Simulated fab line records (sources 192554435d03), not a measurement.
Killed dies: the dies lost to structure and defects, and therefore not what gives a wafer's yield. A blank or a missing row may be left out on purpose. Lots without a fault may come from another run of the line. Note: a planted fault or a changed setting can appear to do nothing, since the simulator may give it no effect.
A lot that was struck, set against a sound lot / flow n5_finfet / 36 steps out of a route of 1938
Sound: wafers L383.2, L383.3, L383.5. Wafers L388.1, L388.5, L388.6 were the ones struck. The cause comes at the end.
Each step with rows lists, per side, the tool, then ch with its chambers, then its first start. Under that, the readings that differ: sound wafers / struck wafers / difference of the means / sigmas: that difference in standard deviations of wafers without a fault.
alike: words and numbers the same on both sides, and readings whose means are apart by under 2 such deviations; not compared: readings that were withheld, readings missing a value for some wafer, numbers with overlapping values and no deviation given by the record, and bounds like >300 which may hide the same value.
The two part at a step that has a row with sigmas, a row that says differs or no value, or rows on one side only. Non-overlapping numbers with no deviation appear without sigmas and do not part them. Lack of a reading on every wafer of one side parts them only where that side has two or more wafers.

first, 9 steps without rows for these wafers: N5_BEOL_M4_ANNEAL_95 (time 240 s); N5_BEOL_M4_SPUTTER_96 (material Cu, target thk 4.5 nm, time 8.29 s); N5_BEOL_M4_ECD_50 (material Cu, target thk 300 nm); N5_BEOL_M4_ANNEAL_51 (time 90 s); N5_BEOL_M4_CMP_52 (polishes, stops on SiOC, t overpolish 6.8 s, target thk 40 nm); N5_BEOL_M4_PRE_CLEAN_60 (time 15 s); N5_BEOL_M4_CO_CAP_55 (material Co, precursor CCTBA/H2, target thk 2 nm, time 102.1 s); N5_BEOL_M4_PRE_CLEAN_56 (time 15 s); N5_BEOL_M4_DEP_57 (deposits SiCN from 3MS/NH3, target thk 8 nm, time 14 s).
N5_BEOL_M4_RC_MEAS_101:
  sound on prober-02 ch 0, day 9 05:10; struck on prober-01 ch 0, day 10 20:20
reading=VT_P (mV); sound=-242.9 -244.8 -241.1; struck=-250.5 -249.0 -249.6; difference=-6.8; sigmas=-2
  alike: DIBL_N, DIBL_P, IOFF_N, IOFF_P, ION_N, ION_P, SS_N, SS_P, VT_N
then, 24 steps without rows for these wafers: N5_BEOL_M5_ILD_DEP_00 (deposits SiCOH lowk from DEMS/porogen, target thk 140.64 nm, time 25.9 s); N5_BEOL_M5_CURE_79 (cures SiCOH lowk, time 240 s); N5_BEOL_M5_PECVD_70 (deposits SiO2 from TEOS/O2, target thk 16 nm, time 18 s); N5_BEOL_M5_HM_DEP_02 (deposits TiN, target thk 20 nm); N5_BEOL_M5_COAT_59 (time 60 s, resist thk 60 nm); N5_BEOL_M5_COAT_60 (time 60 s, resist thk 12 nm); N5_BEOL_M5_COAT_71 (time 60 s, resist thk 5 nm); N5_BEOL_M5_COAT_05 (resist thk 30 nm); N5_BEOL_M5_EBR_07; N5_BEOL_M5_SOFTBAKE_06 (time 60 s); N5_BEOL_M5_EXPOSE_08 (exposes mask M5, target cd 28 nm); N5_BEOL_M5_PEB_09 (peb time 60 s); N5_BEOL_M5_DEVELOP_10 (develop time 30 s); N5_BEOL_M5_DESCUM_16 (chemistry O2, time 7 s); N5_BEOL_M5_ETCH_72 (etches underlayer in N2/H2, target depth 6.5 nm, time 5.2 s); N5_BEOL_M5_ETCH_61 (etches SiARC in CF4, target depth 15.6 nm, time 26 s); N5_BEOL_M5_ETCH_62 (etches SOC in N2/H2, target depth 75 nm, overetch 15 nm, time 112.5 s); N5_BEOL_M5_STRIP_63 (strips in N2/H2); N5_BEOL_M5_STRIP_73 (strips in N2/H2); N5_BEOL_M5_STRIP_64 (strips in CF4); N5_BEOL_M5_HM_OPEN_17 (chemistry Cl2/BCl3, target TiN, target depth 20 nm, overetch 6 nm); N5_BEOL_M5_STRIP_19 (strips in O2); N5_BEOL_M5_COAT_65 (time 60 s, resist thk 60 nm); N5_BEOL_M5_COAT_66 (time 60 s, resist thk 12 nm).
-- the record jumps here: 3 days lie between the struck wafers' starts before and after (it left off in module BEOL_M5 and takes up again in module BEOL_M12, whose first step shown is number 1642 of the route) --
N5_BEOL_M12_STRIP_37: strips in N2/H2.
  sound on plasma_asher-01 ch 0,1, day 12 07:21; struck on plasma_asher-01 ch 0,1, day 13 11:31
  no value came back on the struck wafers for drypump_motor_current_A (A), h2_flow_sccm (sccm), heater_power_w (W), oes_product_au (a.u.); on the sound wafers drypump_motor_current_A (A) reads 6.5 5.6 6.5
  not compared: rf_hours_counter_h
N5_PASSIVATION_PROBE_49:
  rows exist in the record for the struck wafers here (prober-01, day 15 00:39), but not for the sound ones

WHERE THEY PART
Earliest at N5_BEOL_M4_RC_MEAS_101; latest, in this record, at N5_PASSIVATION_PROBE_49.

WHY: what the simulator had put in
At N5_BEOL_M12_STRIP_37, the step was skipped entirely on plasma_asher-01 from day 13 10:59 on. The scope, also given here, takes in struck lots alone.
